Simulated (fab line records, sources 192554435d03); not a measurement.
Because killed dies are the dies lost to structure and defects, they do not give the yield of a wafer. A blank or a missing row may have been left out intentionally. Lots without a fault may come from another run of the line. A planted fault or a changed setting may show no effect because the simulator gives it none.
Split-lot study | flow n5_finfet | route with 1938 steps; 7 lots, 39 wafers read

THE SPLIT
At N5_BEOL_M7_DEP_56 (deposits SiCN from 3MS/NH3, target thk 10 nm, time 17.5 s), the setting time_s was moved away from the recipe's 17.5 s on 12 of the 39 wafers read, by -32.9% to +59.6%. The other wafers ran this setting at the recipe's value.

The split's own step is where the reading is taken.

THE READING
SiCN_of_BEOL_M7_DEP_56.thk_nm (the simulator's own value, which no gauge read), in nm, at N5_BEOL_M7_DEP_56 (deposits SiCN from 3MS/NH3, target thk 10 nm, time 17.5 s). The file does not state a usual value for it. Average 9.9 nm, standard deviation 0.18 nm, over the 27 wafers here run with the recipe.

wafer  | tool, chamber at the split | time_s as run, s | against the recipe | SiCN_of_BEOL_M7_DEP_56.thk_nm, nm | against lot-mates on the recipe
L074.1 | pecvd-04, 0                | 11.74            | -32.9%             | 6.8                               | -3.2
L074.2 | pecvd-04, 2                | 17.5             | recipe             | 9.8                               | -
L074.3 | pecvd-04, 1                | 17.5             | recipe             | 10                                | -
L074.4 | pecvd-04, 1                | 17.5             | recipe             | 10.2                              | -
L074.5 | pecvd-04, 0                | 11.74            | -32.9%             | 7                                 | -3.0
L074.6 | pecvd-04, 2                | 11.74            | -32.9%             | 6.6                               | -3.4
L077.1 | pecvd-01, 0,2,1            | 25.06            | +43.2%             | 14.2                              | +4.3
L077.4 | pecvd-01, 0,2,1            | 25.06            | +43.2%             | 14.2                              | +4.3
L077.6 | pecvd-01, 0,2,1            | 25.06            | +43.2%             | 14.2                              | +4.3
L077.2 | pecvd-01, 1                | 17.5             | recipe             | 9.8                               | -
L077.3 | pecvd-01, 2                | 17.5             | recipe             | 9.6                               | -
L077.5 | pecvd-01, 0                | 17.5             | recipe             | 10.2                              | -
L079.2 | pecvd-04, 0                | 17.5             | recipe             | 9.8                               | -
L079.4 | pecvd-04, 1,2              | 17.5             | recipe             | 10                                | -
L079.6 | pecvd-04, 1,2              | 17.5             | recipe             | 10                                | -
L085.1 | pecvd-02, 1,0,1            | 17.5             | recipe             | 9.8                               | -
L085.4 | pecvd-02, 1,0,1            | 17.5             | recipe             | 9.8                               | -
L085.5 | pecvd-02, 1,0,1            | 17.5             | recipe             | 9.8                               | -
L085.2 | pecvd-02, 0                | 17.5             | recipe             | 9.6                               | -
L085.3 | pecvd-02, 2                | 17.5             | recipe             | 10                                | -
L085.6 | pecvd-02, 2                | 17.5             | recipe             | 10                                | -
L091.1 | pecvd-04, 1                | 27.93            | +59.6%             | 15.8                              | +5.8
L091.2 | pecvd-04, 2                | 27.93            | +59.6%             | 15.6                              | +5.6
L091.3 | pecvd-04, 0,1,2            | 17.5             | recipe             | 10                                | -
L091.5 | pecvd-04, 0,1,2            | 17.5             | recipe             | 10                                | -
L091.6 | pecvd-04, 0,1,2            | 17.5             | recipe             | 10                                | -
L091.4 | pecvd-04, 0                | 27.93            | +59.6%             | 16                                | +6.0
L093.1 | pecvd-04, 1,2,0,2          | 17.5             | recipe             | 9.8                               | -
L093.2 | pecvd-04, 1,2,0,2          | 17.5             | recipe             | 9.8                               | -
L093.3 | pecvd-04, 1,2,0,2          | 17.5             | recipe             | 9.8                               | -
L093.6 | pecvd-04, 1,2,0,2          | 17.5             | recipe             | 9.8                               | -
L093.4 | pecvd-04, 1                | 17.5             | recipe             | 10.2                              | -
L093.5 | pecvd-04, 0                | 17.5             | recipe             | 10                                | -
L090.1 | pecvd-02, 0                | 17.5             | recipe             | 9.6                               | -
L090.2 | pecvd-02, 1                | 26.1             | +49.1%             | 14.8                              | +4.9
L090.3 | pecvd-02, 2                | 17.5             | recipe             | 9.8                               | -
L090.4 | pecvd-02, 0                | 26.1             | +49.1%             | 14.6                              | +4.7
L090.5 | pecvd-02, 2                | 17.5             | recipe             | 10.2                              | -
L090.6 | pecvd-02, 1                | 26.1             | +49.1%             | 15                                | +5.1
The file does not say which wafer passed through which chamber wherever a row lists several chambers: such a row stands for several wafers.

FIT RESULTS
A straight line over all 39 wafers: SiCN_of_BEOL_M7_DEP_56.thk_nm changes by +0.0984 nm for each +1% of time_s; r = +1.00; the points scatter about the line by 0.17 nm.
The same after taking each lot's own level away (the mean of its wafers on the recipe; 39 wafers): +0.0986 nm for each +1%; r = +1.00; scatter 0.17 nm.
According to that fit, moving time_s by its largest amount changes the reading by 5.9 nm.
Across the lots, their own levels run from 9.83 to 10.00 nm, a range of 1.0 times the standard deviation given above.
Hence the lot-to-lot level has little effect on the slope; both slopes agree.
Check: +5.9 nm against its lot-mates is what the line predicts for one of the wafers moved furthest among these (+59.6%) when that wafer is left out of the fit. Against them it came out at +5.8 nm.

FILE'S OWN FIT
SiCN_of_BEOL_M7_DEP_56.thk_nm changes by +0.0988 nm for each +1% of time_s, r = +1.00.
